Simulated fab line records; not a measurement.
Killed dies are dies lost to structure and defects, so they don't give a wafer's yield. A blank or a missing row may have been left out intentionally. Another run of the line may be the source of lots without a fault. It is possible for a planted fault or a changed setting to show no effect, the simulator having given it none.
Split-lot trial :: flow n5-finfet :: 7 lots, 21 wafers read, on a route of 1938 steps

== SPLIT DETAILS ==
At N5_BEOL_M3_ILD_DEP_00 (deposits SiOC from DEMS/O2, target thk 79 nm, time 15.3 s), the setting time-s was moved away from the recipe's 15.3 s on 8 of the 21 wafers read, by -12.4% to +11.0%. This setting was run at the recipe's value on the other wafers.

There is no step in the file separating the split from the reading.

== THE READING ==
At N5_BEOL_M3_THK_MEAS_01: M3_ILD_THK, given in nm. Fault-free wafers of this fab line usually give 79.4 nm, standard deviation 0.95 nm.

wafer: L074.1
tool, chamber at the split: pecvd-03, 2
time-s as run, s: 16.99
against the recipe: +11.0%
M3_ILD_THK, nm: 87.8
against lot-mates on the recipe: +7.1

wafer: L074.4
tool, chamber at the split: pecvd-03, 0
time-s as run, s: 15.3
against the recipe: recipe
M3_ILD_THK, nm: 80.1
against lot-mates on the recipe: -

wafer: L074.5
tool, chamber at the split: pecvd-03, 1
time-s as run, s: 15.3
against the recipe: recipe
M3_ILD_THK, nm: 81.3
against lot-mates on the recipe: -

wafer: L075.3
tool, chamber at the split: pecvd-01, 2
time-s as run, s: 15.3
against the recipe: recipe
M3_ILD_THK, nm: 79.0
against lot-mates on the recipe: -

wafer: L075.4
tool, chamber at the split: pecvd-01, 1
time-s as run, s: 15.3
against the recipe: recipe
M3_ILD_THK, nm: 79.4
against lot-mates on the recipe: -

wafer: L075.5
tool, chamber at the split: pecvd-01, 2
time-s as run, s: 15.3
against the recipe: recipe
M3_ILD_THK, nm: 80.1
against lot-mates on the recipe: -

wafer: L085.2
tool, chamber at the split: pecvd-01, 2
time-s as run, s: 13.4
against the recipe: -12.4%
M3_ILD_THK, nm: 68.6
against lot-mates on the recipe: -9.6

wafer: L085.3
tool, chamber at the split: pecvd-01, 1
time-s as run, s: 15.3
against the recipe: recipe
M3_ILD_THK, nm: 78.2
against lot-mates on the recipe: -

wafer: L085.4
tool, chamber at the split: pecvd-01, 0
time-s as run, s: 13.4
against the recipe: -12.4%
M3_ILD_THK, nm: 68.9
against lot-mates on the recipe: -9.3

wafer: L086.2
tool, chamber at the split: pecvd-02, 0
time-s as run, s: 16.02
against the recipe: +4.7%
M3_ILD_THK, nm: 82.4
against lot-mates on the recipe: +3.5

wafer: L086.3
tool, chamber at the split: pecvd-02, 0
time-s as run, s: 15.3
against the recipe: recipe
M3_ILD_THK, nm: 79.3
against lot-mates on the recipe: -

wafer: L086.4
tool, chamber at the split: pecvd-02, 1
time-s as run, s: 15.3
against the recipe: recipe
M3_ILD_THK, nm: 78.5
against lot-mates on the recipe: -

wafer: L089.2
tool, chamber at the split: pecvd-02, 1
time-s as run, s: 15.3
against the recipe: recipe
M3_ILD_THK, nm: 77.3
against lot-mates on the recipe: -

wafer: L089.4
tool, chamber at the split: pecvd-02, 0
time-s as run, s: 15.3
against the recipe: recipe
M3_ILD_THK, nm: 79.2
against lot-mates on the recipe: -

wafer: L089.5
tool, chamber at the split: pecvd-02, 2
time-s as run, s: 15.99
against the recipe: +4.5%
M3_ILD_THK, nm: 81.4
against lot-mates on the recipe: +3.2

wafer: L095.3
tool, chamber at the split: pecvd-01, 2
time-s as run, s: 15.3
against the recipe: recipe
M3_ILD_THK, nm: 79.6
against lot-mates on the recipe: -

wafer: L095.4
tool, chamber at the split: pecvd-01, 2
time-s as run, s: 13.94
against the recipe: -8.9%
M3_ILD_THK, nm: 72.8
against lot-mates on the recipe: -6.8

wafer: L095.5
tool, chamber at the split: pecvd-01, 1
time-s as run, s: 13.94
against the recipe: -8.9%
M3_ILD_THK, nm: 73.1
against lot-mates on the recipe: -6.5

wafer: L096.3
tool, chamber at the split: pecvd-01, 1
time-s as run, s: 16.32
against the recipe: +6.7%
M3_ILD_THK, nm: 83.9
against lot-mates on the recipe: +4.1

wafer: L096.5
tool, chamber at the split: pecvd-01, 2
time-s as run, s: 15.3
against the recipe: recipe
M3_ILD_THK, nm: 80.1
against lot-mates on the recipe: -

wafer: L096.6
tool, chamber at the split: pecvd-01, 1
time-s as run, s: 15.3
against the recipe: recipe
M3_ILD_THK, nm: 79.6
against lot-mates on the recipe: -

THE FIT
A straight line over all 21 wafers: M3_ILD_THK changes by +0.772 nm for each +1% of time-s; r = +0.98; the points scatter about the line by 0.94 nm.
The same after taking each lot's own level away (the mean of its wafers on the recipe; 21 wafers): +0.721 nm for each +1%; r = +0.99; scatter 0.52 nm.
Per that fit: largest time-s move, reading shift of 8.9 nm.
Measured against the standard deviation above, the lots' own levels, which go from 78.20 to 80.70 nm, span 2.6 times it.
The two slopes are in agreement: the lot-to-lot level therefore moves the slope only a little.
Check: -8.93 nm against its lot-mates is what the line predicts for one of the wafers moved furthest among these (-12.4%) when that wafer is left out of the fit. Against them it came out at -9.6 nm.

== OTHER SPLITS APPLIED TO THESE WAFERS ==
Note: prior to the reading, these wafers also went through further splits. Each is held against what the fit with the lots' levels taken away leaves over:
other split on the same wafers: N5_BEOL_M2_PECVD_72 time-s
wafers away from the commonest value: 6
r with M3_ILD_THK (lot level and that fit taken away): +0.24

== THE WHOLE CHAIN: every reading that the file lists as answering this split, in the file's order ==
step: N5_BEOL_M3_ILD_DEP_00
what it does: deposits SiOC from DEMS/O2, target thk 79 nm, time 15.3 s
reading: SiOC_of_BEOL_M3_ILD_DEP_00.thk-nm (the simulator's own value, which no gauge read)
change (the file's fit): +0.708 nm for each +1% of the setting
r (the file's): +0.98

step: N5_BEOL_M3_THK_MEAS_01
what it does: 
reading: M3_ILD_THK
change (the file's fit): +0.707 for each +1% of the setting
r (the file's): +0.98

== FILE'S OWN FIT ==
M3_ILD_THK changes by +0.707 nm for each +1% of time-s, r = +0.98.
